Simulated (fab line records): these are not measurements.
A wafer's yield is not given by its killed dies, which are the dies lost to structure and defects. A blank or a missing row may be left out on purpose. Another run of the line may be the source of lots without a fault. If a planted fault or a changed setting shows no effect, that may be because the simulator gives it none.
fab line records	flow n5-finfet
[record] lots = 24	wafers = 72	last-day = 20
route steps=1938 shown BEOL_M9@1419
lots that met no fault: from a run of the same line without faults
start-h: start of the lot's first displayed wafer, in hours after the record's first day	wait-h: hours elapsed since this lot's preceding step	" same as the row above	L1.1+2: a row that stands for several wafers	- value missing, or start not given	* or withheld: withheld	< > ~ a bound
route shown NAME@n: a module of which the file shows steps, and the number in the route of the first	usual: the fault-free wafers' mean and standard deviation	same: alike in all rows	chamber/n: place in a boat	sites: per-site readings	_std_site: standard deviation of those values	_edge_site: inner sites' mean taken away from outer sites' mean	radius-mm: how far each site lies from the wafer's centre	mask NAME#n: copy n	behind: the tool/chamber that last shaped the wafer	hold: what put the lot on hold/how long, in hours/how the hold closed	device: which transistor (n, p or np) failed to switch	end of line: the same wafers' tests at the end of the route	a step without rows: its recipe alone	killed: not the wafer's yield, but the dies lost to structure and defects at the first sort	map: a wafer's dies, marking killed ones x, the rest . and places with no die _
set.NAME: the setting that was run; set.NAME@STEP: the one run at that earlier step	model.NAME: the simulator's own value behind a step, which no gauge read
a sample of lots followed through the steps of the route, with each step as a table and each wafer as a row
services: a tool's chamber out of use, with start hour (start-h, from the record's first day; less than 0 if before it), hours out, and reason
[[steps]]
[step N5_BEOL_M9_ETCH_62]
[recipe] chemistry = N2/H2	target = SOC	target-depth-a = 1100	overetch-a = 220	mask-material = SiARC	temp-c = 40	time-s = 165	ion-energy-ev = 200	pressure-mtorr = 30	source-w = 840	bias-w = 150	n2-flow-sccm = 200	h2-flow-sccm = 200
[usual] drypump-motor-current-A = 6.0/0.35	oes-product-au = 0.68/0.058	rf-vpp-V = 523/3	showerhead-plenum-p-Torr = 2.51/0.11	throttle-valve-pct = 17.8/0.31
lot.wafer	tool	chamber	start-h	wait-h	drypump-motor-current-A	oes-product-au	rf-hours-counter-h	rf-vpp-V	showerhead-plenum-p-Torr	throttle-valve-pct
L075.3	rie-diel-06	3	273.91	0.0	6.3	0.65	147	517	2.33	17.5
L075.4	"	3	"	"	6.3	0.64	-	519	2.33	17.5
L075.6	"	2	"	"	5.2	0.77	-	525	2.60	17.5
L076.1	rie-diel-06	2	282.58	0.0	5.2	0.77	16	526	2.60	17.5
L076.5	"	1	"	"	5.8	0.85	-	525	2.60	17.4
L076.6	"	0	"	"	5.9	0.72	-	521	2.48	17.2
L074.1	rie-diel-06	1	282.85	0.0	5.7	0.84	2	525	2.60	17.4
L074.5	"	2	"	"	5.2	0.77	-	524	2.60	17.5
L074.6	"	1	"	"	5.7	0.84	-	524	2.60	17.4
L078.1	rie-diel-01	3	286.49	0.0	6.4	0.64	187	527	2.64	18.2
L078.2	"	1	"	"	6.2	0.64	141	521	2.45	17.9
L078.4	"	3	"	"	6.4	0.63	-	525	2.64	18.2
L077.2	rie-diel-01	1	295.26	0.0	6.1	0.64	144	521	2.45	17.9
L077.3	"	0	"	"	6.1	0.65	135	519	2.35	18.1
L077.6	"	2	"	"	6.0	0.73	-	525	2.60	17.6
L079.4	rie-diel-04	2	299.33	0.0	5.9	0.73	60	521	2.47	17.7
L079.5	"	3	"	"	5.2	0.71	-	524	2.58	17.8
L079.6	"	2	"	"	5.9	0.73	-	520	2.47	17.7
L081.2	rie-diel-01	1	319.58	0.0	6.1	0.64	152	521	2.45	18.0
L081.5	"	0	"	"	6.1	0.64	-	518	2.35	18.2
L081.6	"	3	"	"	6.4	0.63	-	526	2.64	18.2
L084.2	rie-diel-04	2	330.11	0.0	5.8	0.71	71	522	2.47	17.7
L084.3	"	3	"	"	5.2	0.70	83	525	2.58	17.8
L084.6	"	1	"	"	6.3	0.74	-	526	2.58	18.0
L082.4	rie-diel-06	3	335.75	0.0	6.3	0.63	168	518	2.32	17.5
L082.5	"	3	"	"	6.3	0.63	-	519	2.32	17.5
L082.6	"	0	"	"	5.9	0.70	-	521	2.47	17.3
L080.1	rie-diel-04	1	343.00	0.0	6.4	0.74	43	526	2.58	18.0
L080.5	"	1	"	"	6.3	0.73	-	524	2.58	18.0
L080.6	"	0	"	"	5.7	0.60	-	523	2.52	17.8
L083.1	rie-diel-01	0	343.28	0.0	6.1	0.64	152	517	2.34	18.1
L083.4	"	1	"	"	6.1	0.63	159	520	2.44	17.9
L083.5	"	2	"	"	6.1	0.73	-	526	2.60	17.6
L087.1	rie-diel-01	2	347.47	0.0	6.1	0.71	50	527	2.60	17.6
L087.2	"	3	"	"	6.4	0.62	208	526	2.63	18.2
L087.3	"	1	"	"	6.1	0.63	160	522	2.44	18.0
L085.1	rie-diel-04	0	361.12	0.0	5.7	0.59	204	525	2.52	17.8
L085.4	"	3	"	"	5.2	0.68	91	523	2.57	17.8
L085.5	"	1	"	"	6.4	0.73	-	527	2.58	17.9
L088.3	rie-diel-01	1	364.29	0.0	6.1	0.63	164	521	2.44	18.0
L088.4	"	3	"	"	6.3	0.62	212	525	2.63	18.3
L088.5	"	0	"	"	6.0	0.64	-	517	2.34	18.2
L090.1	rie-diel-01	2	385.45	0.0	6.1	0.70	61	524	2.59	17.6
L090.4	"	1	"	"	6.1	0.63	171	521	2.44	18.0
L090.5	"	3	"	"	6.3	0.62	-	526	2.63	18.2
L091.2	rie-diel-06	1	385.65	0.0	5.8	0.77	31	524	2.58	17.4
L091.3	"	2	"	"	5.3	0.73	44	525	2.59	17.5
L091.4	"	3	"	"	6.3	0.62	183	518	2.31	17.6
L089.3	rie-diel-01	2	385.70	0.0	6.1	0.71	61	525	2.59	17.6
L089.5	"	0	"	"	6.1	0.63	-	518	2.34	18.2
L089.6	"	1	"	"	6.1	0.63	-	523	2.44	18.0
L093.1	rie-diel-01	3	389.77	0.0	6.3	0.62	219	526	2.63	18.3
L093.3	"	0	"	"	6.1	0.62	164	517	2.34	18.2
L093.4	"	2	"	"	6.1	0.71	62	526	2.59	17.6
L086.3	rie-diel-04	0	392.65	0.0	5.7	0.59	213	523	2.51	17.8
L086.4	"	2	"	"	5.9	0.69	87	521	2.46	17.8
L086.5	"	3	"	"	5.3	0.69	-	525	2.57	17.9
L095.1	rie-diel-01	1	393.35	0.0	6.1	0.63	173	521	2.44	18.0
L095.4	"	3	"	"	6.3	0.62	220	526	2.63	18.3
L095.6	"	2	"	"	6.1	0.71	-	524	2.59	17.6
L092.2	rie-diel-06	1	405.10	0.0	5.7	0.76	37	525	2.58	17.4
L092.5	"	2	"	"	5.2	0.72	-	525	2.59	17.5
L092.6	"	1	"	"	5.7	0.76	-	526	2.58	17.4
L094.1	rie-diel-06	1	409.14	0.0	5.8	0.76	38	525	2.58	17.4
L094.4	"	3	"	"	6.3	0.61	190	517	2.31	17.6
L094.6	"	0	"	"	5.9	0.69	-	522	2.46	17.3
L097.3	rie-diel-06	2	414.51	0.0	5.2	0.71	53	525	2.59	17.5
L097.4	"	0	"	"	5.9	0.68	88	522	2.46	17.3
L097.6	"	1	"	"	5.7	0.76	-	525	2.58	17.4
L096.3	rie-diel-01	1	416.19	0.0	6.1	0.62	180	520	2.43	18.0
L096.4	"	0	"	"	6.1	0.63	-	519	2.33	18.2
L096.5	"	1	"	"	6.1	0.62	-	521	2.43	18.0
[step N5_BEOL_M9_CD_MEAS_28]
[recipe] target-cd-nm = 70	landing-energy-ev = 500	detector = se-inlens	polarity = opening
[usual] cd-nm = 69.96/0.25
lot.wafer	tool	chamber	start-h	wait-h	cd-nm
L075.3	cd-sem-03	0	274.82	-	70.06
L075.4	"	0	"	"	69.56
L075.6	"	0	"	"	69.85
L074.1	cd-sem-01	0	284.21	-	69.46
L074.5	"	0	"	"	69.59
L074.6	"	0	"	"	69.84
L076.1	cd-sem-03	0	284.25	-	69.84
L076.5	"	0	"	"	69.70
L076.6	"	0	"	"	69.52
L078.1	cd-sem-03	0	287.36	-	69.94
L078.2	"	0	"	"	70.05
L078.4	"	0	"	"	70.03
L077.2	cd-sem-01	0	297.04	-	70.21
L077.3	"	0	"	"	69.63
L077.6	"	0	"	"	69.71
L079.4	cd-sem-01	0	301.06	-	69.63
L079.5	"	0	"	"	69.55
L079.6	"	0	"	"	69.85
L081.2	cd-sem-03	0	320.85	-	69.93
L081.5	"	0	"	"	69.72
L081.6	"	0	"	"	70.28
L084.2	cd-sem-02	0	330.83	-	69.98
L084.3	"	0	"	"	70.27
L084.6	"	0	"	"	70.08
L082.4	cd-sem-01	0	336.84	-	69.73
L082.5	"	0	"	"	69.90
L082.6	"	0	"	"	70.05
L080.1	cd-sem-02	0	345.09	-	69.78
L080.5	"	0	"	"	69.88
L080.6	"	0	"	"	70.27
L083.1	cd-sem-03	0	345.13	-	70.05
L083.4	"	0	"	"	69.65
L083.5	"	0	"	"	69.74
L087.1	cd-sem-02	0	349.89	-	69.94
L087.2	"	0	"	"	69.82
L087.3	"	0	"	"	69.89
L085.1	cd-sem-01	0	363.18	-	69.92
L085.4	"	0	"	"	69.91
L085.5	"	0	"	"	70.10
L088.3	cd-sem-02	0	366.66	-	69.84
L088.4	"	0	"	"	69.97
L088.5	"	0	"	"	70.10
L089.3	cd-sem-01	0	387.93	-	70.30
L089.5	"	0	"	"	69.93
L089.6	"	0	"	"	69.76
L090.1	cd-sem-02	0	388.10	-	70.11
L090.4	"	0	"	"	70.23
L090.5	"	0	"	"	69.48
L091.2	cd-sem-02	0	388.26	-	70.20
L091.3	"	0	"	"	69.85
L091.4	"	0	"	"	69.84
L093.1	cd-sem-03	0	390.93	-	70.16
L093.3	"	0	"	"	69.93
L093.4	"	0	"	"	69.76
L095.1	cd-sem-03	0	395.15	-	70.21
L095.4	"	0	"	"	70.03
L095.6	"	0	"	"	69.48
L086.3	cd-sem-02	0	395.20	-	69.96
L086.4	"	0	"	"	69.93
L086.5	"	0	"	"	69.93
L092.2	cd-sem-02	0	409.31	-	70.34
L092.5	"	0	"	"	69.72
L092.6	"	0	"	"	70.14
L094.1	cd-sem-02	0	410.29	-	70.18
L094.4	"	0	"	"	70.00
L094.6	"	0	"	"	69.84
L097.3	cd-sem-03	0	415.44	-	69.63
L097.4	"	0	"	"	70.04
L097.6	"	0	"	"	70.24
L096.3	cd-sem-03	0	417.66	-	69.99
L096.4	"	0	"	"	70.09
L096.5	"	0	"	"	70.33
[step N5_BEOL_M9_OVL_MEAS_29]
[recipe] points-per-wafer = 522
[usual] V8_OVL = -0.1/0.55
lot.wafer	tool	chamber	start-h	wait-h	V8_OVL[nm]
L075.3	overlay-01	0	274.86	0.0	0.6
L075.4	"	0	"	"	0.1
L075.6	"	0	"	"	0.3
L074.1	overlay-01	0	284.24	0.0	0.7
L074.5	"	0	"	"	-0.1
L074.6	"	0	"	"	0.2
L076.1	overlay-01	0	284.28	0.0	-0.3
L076.5	"	0	"	"	0.2
L076.6	"	0	"	"	0.2
L078.1	overlay-01	0	287.39	0.0	-0.9
L078.2	"	0	"	"	-1.1
L078.4	"	0	"	"	-1.4
L077.2	overlay-01	0	297.07	0.0	-0.8
L077.3	"	0	"	"	-0.1
L077.6	"	0	"	"	0.1
L079.4	overlay-01	0	301.11	0.0	0.3
L079.5	"	0	"	"	0.3
L079.6	"	0	"	"	0.2
L081.2	overlay-01	0	320.89	0.0	-0.2
L081.5	"	0	"	"	-0.1
L081.6	"	0	"	"	0.9
L084.2	overlay-02	0	330.86	0.0	-0.8
L084.3	"	0	"	"	-0.1
L084.6	"	0	"	"	0.6
L082.4	overlay-01	0	336.88	0.0	-0.3
L082.5	"	0	"	"	-0.6
L082.6	"	0	"	"	-1.3
L080.1	overlay-02	0	345.12	0.0	-0.6
L080.5	"	0	"	"	-0.2
L080.6	"	0	"	"	-0.5
L083.1	overlay-02	0	345.16	0.0	-0.8
L083.4	"	0	"	"	-0.6
L083.5	"	0	"	"	-0.6
L087.1	overlay-02	0	349.92	0.0	-0.3
L087.2	"	0	"	"	-0.5
L087.3	"	0	"	"	-0.3
L085.1	overlay-01	0	363.21	0.0	-1.5
L085.4	"	0	"	"	-0.3
L085.5	"	0	"	"	0.0
L088.3	overlay-01	0	366.70	0.0	-0.1
L088.4	"	0	"	"	-0.1
L088.5	"	0	"	"	0.1
L089.3	overlay-02	0	387.97	0.0	0.2
L089.5	"	0	"	"	-0.5
L089.6	"	0	"	"	-1.6
L090.1	overlay-02	0	388.13	0.0	0.4
L090.4	"	0	"	"	-0.4
L090.5	"	0	"	"	0.7
L091.2	overlay-02	0	388.30	0.0	0.2
L091.3	"	0	"	"	-0.7
L091.4	"	0	"	"	0.7
L093.1	overlay-02	0	390.98	0.0	0.5
L093.3	"	0	"	"	-0.3
L093.4	"	0	"	"	-0.8
L095.1	overlay-02	0	395.19	0.0	0.1
L095.4	"	0	"	"	0.3
L095.6	"	0	"	"	-0.6
L086.3	overlay-02	0	395.24	0.0	0.1
L086.4	"	0	"	"	0.3
L086.5	"	0	"	"	1.5
L092.2	overlay-02	0	409.35	0.0	-0.5
L092.5	"	0	"	"	0.0
L092.6	"	0	"	"	-0.5
L094.1	overlay-02	0	410.32	0.0	0.0
L094.4	"	0	"	"	-0.3
L094.6	"	0	"	"	-0.2
L097.3	overlay-02	0	415.48	0.0	-0.3
L097.4	"	0	"	"	0.5
L097.6	"	0	"	"	0.1
L096.3	overlay-02	0	417.70	0.0	0.1
L096.4	"	0	"	"	0.3
L096.5	"	0	"	"	0.5
[step N5_BEOL_M9_ETCH_41]
[recipe] chemistry = CH3F/O2	target = SiCN	target-depth-a = 366	taper-deg = 2	time-s = 70.1	ion-energy-ev = 120	mask-material = TiN	pressure-mtorr = 30	source-w = 395	bias-w = 75	Ar_flow_sccm = 150	CH3F_flow_sccm = 30	O2_flow_sccm = 20
[usual] drypump-motor-current-A = 5.8/0.39	oes-product-au = 0.81/0.074	rf-vpp-V = 296.8/1.6	showerhead-plenum-p-Torr = 1.97/0.07	throttle-valve-pct = 16.18/0.2
lot.wafer	tool	chamber	start-h	wait-h	drypump-motor-current-A	oes-product-au	rf-hours-counter-h	rf-vpp-V	showerhead-plenum-p-Torr	throttle-valve-pct
L075.3	rie-diel-01	0	-	-	6.1	0.78	130	295.4	1.84	16.47
L075.4	"	1	"	"	6.1	0.75	138	295.7	1.92	16.30
L075.6	"	0	"	"	6.1	0.78	-	294.0	1.84	16.48
L074.1	rie-diel-04	1	-	-	6.3	0.89	23	296.8	2.03	16.29
L074.5	"	0	"	"	5.7	0.70	-	296.2	2.00	16.38
L074.6	"	1	"	"	6.3	0.90	-	297.5	2.03	16.30
L076.1	rie-diel-06	3	-	-	6.3	0.75	151	293.3	1.85	16.19
L076.5	"	2	"	"	5.2	0.94	-	298.2	2.04	15.95
L076.6	"	3	"	"	6.3	0.75	-	295.0	1.85	16.20
L078.1	rie-diel-01	3	-	-	6.4	0.75	188	298.0	2.08	16.59
L078.2	"	2	"	"	6.1	0.88	32	297.6	2.04	15.92
L078.4	"	0	"	"	6.1	0.78	133	294.1	1.83	16.46
L077.2	rie-diel-04	2	-	-	5.9	0.83	60	296.1	1.94	16.20
L077.3	"	0	"	"	5.7	0.70	188	296.7	2.00	16.38
L077.6	"	0	"	"	5.7	0.71	-	295.5	2.00	16.38
L079.4	rie-diel-06	2	-	-	5.2	0.92	22	296.0	2.04	15.96
L079.5	"	0	"	"	5.9	0.83	-	296.1	1.96	15.84
L079.6	"	1	"	"	5.8	0.97	-	298.2	2.04	15.89
L081.2	rie-diel-04	2	-	-	5.9	0.83	68	296.7	1.93	16.22
L081.5	"	2	"	"	5.9	0.84	-	296.2	1.93	16.23
L081.6	"	3	"	"	5.3	0.85	-	297.2	2.01	16.17
L084.2	rie-diel-06	2	-	-	5.2	0.89	30	297.6	2.04	15.98
L084.3	"	1	"	"	5.7	0.94	17	298.2	2.04	15.89
L084.6	"	2	"	"	5.2	0.89	-	298.5	2.04	15.96
L082.4	rie-diel-06	2	-	-	5.2	0.88	32	297.2	2.04	15.98
L082.5	"	2	"	"	5.2	0.88	-	298.6	2.04	16.00
L082.6	"	3	"	"	6.3	0.73	-	295.7	1.85	16.23
L080.1	rie-diel-01	2	-	-	6.0	0.85	49	298.8	2.04	15.96
L080.5	"	0	"	"	6.1	0.76	-	294.0	1.83	16.50
L080.6	"	1	"	"	6.1	0.74	-	296.2	1.91	16.33
L083.1	rie-diel-06	1	-	-	5.7	0.93	21	298.0	2.04	15.93
L083.4	"	3	"	"	6.3	0.72	171	294.5	1.84	16.23
L083.5	"	1	"	"	5.7	0.92	-	297.7	2.04	15.91
L087.1	rie-diel-06	1	-	-	5.7	0.93	22	297.8	2.04	15.92
L087.2	"	3	"	"	6.3	0.73	172	293.7	1.84	16.23
L087.3	"	2	"	"	5.2	0.88	35	297.6	2.04	15.99
L085.1	rie-diel-04	1	-	-	6.4	0.86	46	296.3	2.02	16.32
L085.4	"	0	"	"	5.7	0.68	205	295.5	1.99	16.42
L085.5	"	2	"	"	5.9	0.82	-	295.9	1.93	16.23
L088.3	rie-diel-04	0	-	-	5.7	0.68	206	298.1	1.99	16.43
L088.4	"	2	"	"	5.9	0.82	80	296.3	1.93	16.24
L088.5	"	3	"	"	5.2	0.81	-	297.7	2.01	16.19
L089.3	rie-diel-04	2	-	-	5.9	0.82	86	296.7	1.93	16.27
L089.5	"	3	"	"	5.2	0.82	-	296.6	2.01	16.21
L089.6	"	0	"	"	5.7	0.68	-	297.2	1.99	16.44
L090.1	rie-diel-06	2	-	-	5.3	0.88	45	298.2	2.03	16.02
L090.4	"	1	"	"	5.7	0.90	31	297.8	2.03	15.93
L090.5	"	2	"	"	5.2	0.87	-	297.9	2.03	16.02
L091.2	rie-diel-04	2	-	-	5.9	0.81	86	295.1	1.93	16.26
L091.3	"	3	"	"	5.2	0.80	98	297.3	2.01	16.21
L091.4	"	0	"	"	5.7	0.68	212	295.8	1.99	16.44
L093.1	rie-diel-04	1	-	-	6.3	0.86	54	298.6	2.02	16.34
L093.3	"	0	"	"	5.7	0.68	213	298.4	1.99	16.44
L093.4	"	2	"	"	5.9	0.81	87	296.4	1.93	16.27
L095.1	rie-diel-06	0	-	-	5.9	0.80	82	296.9	1.95	15.89
L095.4	"	2	"	"	5.2	0.87	48	298.7	2.03	16.00
L095.6	"	3	"	"	6.3	0.72	-	292.9	1.84	16.27
L086.3	rie-diel-04	3	-	-	5.2	0.81	101	297.9	2.01	16.23
L086.4	"	2	"	"	5.9	0.80	89	295.5	1.93	16.26
L086.5	"	1	"	"	6.4	0.85	-	298.0	2.01	16.35
L092.2	rie-diel-06	0	-	-	5.9	0.79	87	295.4	1.95	15.89
L092.5	"	2	"	"	5.3	0.86	-	298.7	2.03	16.02
L092.6	"	3	"	"	6.3	0.72	-	294.1	1.84	16.27
L094.1	rie-diel-06	1	-	-	5.7	0.89	38	298.9	2.03	15.96
L094.4	"	2	"	"	5.2	0.86	52	297.1	2.03	16.02
L094.6	"	0	"	"	5.9	0.79	-	296.8	1.95	15.89
L097.3	rie-diel-04	3	-	-	5.3	0.80	107	298.1	2.00	16.23
L097.4	"	1	"	"	6.3	0.84	63	298.0	2.01	16.36
L097.6	"	0	"	"	5.7	0.68	-	297.0	1.99	16.44
L096.3	rie-diel-06	2	-	-	5.2	0.85	55	296.8	2.03	16.03
L096.4	"	1	"	"	5.7	0.90	41	297.9	2.03	15.94
L096.5	"	1	"	"	5.7	0.88	-	298.1	2.03	15.96
[step N5_BEOL_M9_PRE_CLEAN_45]
[recipe] gas = H2/He	time-s = 30	temp-c = 250
[usual] heater-power-w = 340/28
lot.wafer	tool	chamber	start-h	wait-h	heater-power-w
L075.3	pvd-sputter-02	-	278.41	0.0	354
L075.4	"	-	"	"	320
L075.6	"	-	"	"	324
L074.1	pvd-sputter-02	-	285.56	0.0	352
L074.5	"	-	"	"	319
L074.6	"	-	"	"	350
L076.1	pvd-sputter-03	-	286.68	0.0	363
L076.5	"	-	"	"	350
L076.6	"	-	"	"	342
L078.1	pvd-sputter-03	-	289.39	0.0	357
L078.2	"	-	"	"	307
L078.4	"	-	"	"	333
L077.2	pvd-sputter-03	-	298.40	0.0	413
L077.3	"	-	"	"	307
L077.6	"	-	"	"	401
L079.4	pvd-sputter-02	-	302.29	0.0	352
L079.5	"	-	"	"	388
L079.6	"	-	"	"	319
L081.2	pvd-sputter-01	-	322.17	0.0	335
L081.5	"	-	"	"	335
L081.6	"	-	"	"	313
L084.2	pvd-sputter-03	-	332.25	0.0	332
L084.3	"	-	"	"	302
L084.6	"	-	"	"	333
L082.4	pvd-sputter-03	-	338.21	0.0	311
L082.5	"	-	"	"	309
L082.6	"	-	"	"	355
L080.1	pvd-sputter-01	-	347.06	0.0	338
L080.5	"	-	"	"	329
L080.6	"	-	"	"	350
L083.1	pvd-sputter-01	-	347.14	0.0	327
L083.4	"	-	"	"	311
L083.5	"	-	"	"	316
L087.1	pvd-sputter-01	-	351.34	0.0	321
L087.2	"	-	"	"	323
L087.3	"	-	"	"	312
L085.1	pvd-sputter-01	-	364.44	0.0	346
L085.4	"	-	"	"	314
L085.5	"	-	"	"	338
L088.3	pvd-sputter-03	-	367.96	0.0	320
L088.4	"	-	"	"	400
L088.5	"	-	"	"	305
L089.3	pvd-sputter-01	-	389.25	0.0	321
L089.5	"	-	"	"	338
L089.6	"	-	"	"	331
L090.1	pvd-sputter-01	-	389.41	0.0	342
L090.4	"	-	"	"	334
L090.5	"	-	"	"	323
L091.2	pvd-sputter-01	-	389.73	0.0	312
L091.3	"	-	"	"	321
L091.4	"	-	"	"	336
L093.1	pvd-sputter-02	-	392.34	0.0	352
L093.3	"	-	"	"	386
L093.4	"	-	"	"	308
L095.1	pvd-sputter-02	-	396.68	0.0	360
L095.4	"	-	"	"	316
L095.6	"	-	"	"	314
L086.3	pvd-sputter-03	-	398.87	0.0	351
L086.4	"	-	"	"	319
L086.5	"	-	"	"	402
L092.2	pvd-sputter-01	-	410.49	0.0	311
L092.5	"	-	"	"	319
L092.6	"	-	"	"	318
L094.1	pvd-sputter-02	-	411.56	0.0	353
L094.4	"	-	"	"	321
L094.6	"	-	"	"	373
L097.3	pvd-sputter-01	-	417.76	0.0	337
L097.4	"	-	"	"	345
L097.6	"	-	"	"	329
L096.3	pvd-sputter-03	-	419.22	0.0	307
L096.4	"	-	"	"	405
L096.5	"	-	"	"	401
[step N5_BEOL_M9_ANNEAL_51]
[recipe] temp-c = 225	time-s = 90	ambient = N2
[usual] wafer_temp_C_max = 225.89/0.28
lot.wafer	tool	chamber	start-h	wait-h	wafer_temp_C_max
L075.3	rtp-anneal-01	0	279.35	0.1	225.77
L075.4	"	0	"	"	225.88
L075.6	"	0	"	"	225.83
L074.1	rtp-anneal-01	0	287.11	0.1	226.02
L074.5	"	0	"	"	226.17
L074.6	"	0	"	"	226.26
L076.1	rtp-anneal-01	0	287.64	0.1	226.22
L076.5	"	0	"	"	226.13
L076.6	"	0	"	"	226.33
L078.1	rtp-anneal-02	0	291.05	0.3	225.99
L078.2	"	0	"	"	225.71
L078.4	"	0	"	"	225.28
L077.2	rtp-anneal-02	0	299.62	0.3	225.44
L077.3	"	0	"	"	225.85
L077.6	"	0	"	"	225.52
L079.4	rtp-anneal-02	0	303.34	0.2	225.55
L079.5	"	0	"	"	225.71
L079.6	"	0	"	"	225.58
L081.2	rtp-anneal-01	0	325.03	2.1	226.27
L081.5	"	0	"	"	226.46
L081.6	"	0	"	"	226.20
L084.2	rtp-anneal-02	0	334.34	0.3	225.68
L084.3	"	0	"	"	225.70
L084.6	"	0	"	"	225.62
L082.4	rtp-anneal-02	0	339.22	0.2	225.87
L082.5	"	0	"	"	226.06
L082.6	"	0	"	"	225.56
L080.1	rtp-anneal-01	0	347.97	0.1	226.26
L080.5	"	0	"	"	225.82
L080.6	"	0	"	"	225.75
L083.1	rtp-anneal-02	0	348.28	0.3	225.92
L083.4	"	0	"	"	225.73
L083.5	"	0	"	"	225.53
L087.1	rtp-anneal-01	0	352.28	0.2	226.28
L087.2	"	0	"	"	225.81
L087.3	"	0	"	"	225.77
L085.1	rtp-anneal-01	0	365.62	0.1	225.89
L085.4	"	0	"	"	225.82
L085.5	"	0	"	"	225.70
L088.3	rtp-anneal-02	0	370.33	0.1	225.78
L088.4	"	0	"	"	225.48
L088.5	"	0	"	"	225.62
L089.3	rtp-anneal-01	0	390.12	0.1	225.98
L089.5	"	0	"	"	225.79
L089.6	"	0	"	"	225.94
L090.1	rtp-anneal-02	0	390.23	0.1	225.58
L090.4	"	0	"	"	225.57
L090.5	"	0	"	"	225.70
L091.2	rtp-anneal-01	0	390.68	0.1	226.22
L091.3	"	0	"	"	226.29
L091.4	"	0	"	"	226.24
L093.1	rtp-anneal-01	0	393.24	0.1	225.75
L093.3	"	0	"	"	226.25
L093.4	"	0	"	"	225.96
L095.1	rtp-anneal-01	0	399.43	0.2	226.16
L095.4	"	0	"	"	226.15
L095.6	"	0	"	"	226.13
L086.3	rtp-anneal-02	0	399.80	0.1	226.07
L086.4	"	0	"	"	225.81
L086.5	"	0	"	"	225.71
L092.2	rtp-anneal-02	0	411.56	0.1	225.91
L092.5	"	0	"	"	225.78
L092.6	"	0	"	"	225.92
L094.1	rtp-anneal-01	0	413.88	0.2	226.13
L094.4	"	0	"	"	226.46
L094.6	"	0	"	"	226.65
L097.3	rtp-anneal-01	0	418.96	0.1	225.94
L097.4	"	0	"	"	226.18
L097.6	"	0	"	"	226.18
L096.3	rtp-anneal-01	0	420.29	0.1	225.82
L096.4	"	0	"	"	226.52
L096.5	"	0	"	"	225.87
[[services]]
tool	chamber	start-h	hours	kind
pvd-sputter-02	-	257.78	8.9	repair
rie-diel-06	1	258.06	-	clean
rie-diel-06	1	258.06	-	consumable-replace:focus-ring
rie-diel-06	1	258.06	18.8	scheduled-down
rie-diel-06	1	258.06	18.8	vent-cycle
rie-diel-01	1	259.69	10.5	repair
rie-diel-04	3	278.30	9.8	repair
rtp-anneal-02	-	319.54	5.6	pm
pvd-sputter-02	-	325.03	0.5	repair
rie-diel-04	0	327.20	4.9	repair
pvd-sputter-02	-	345.96	8.9	repair
pvd-sputter-03	-	388.30	6.5	repair
rie-diel-01	3	415.83	13.0	repair
[[key]]
fault none
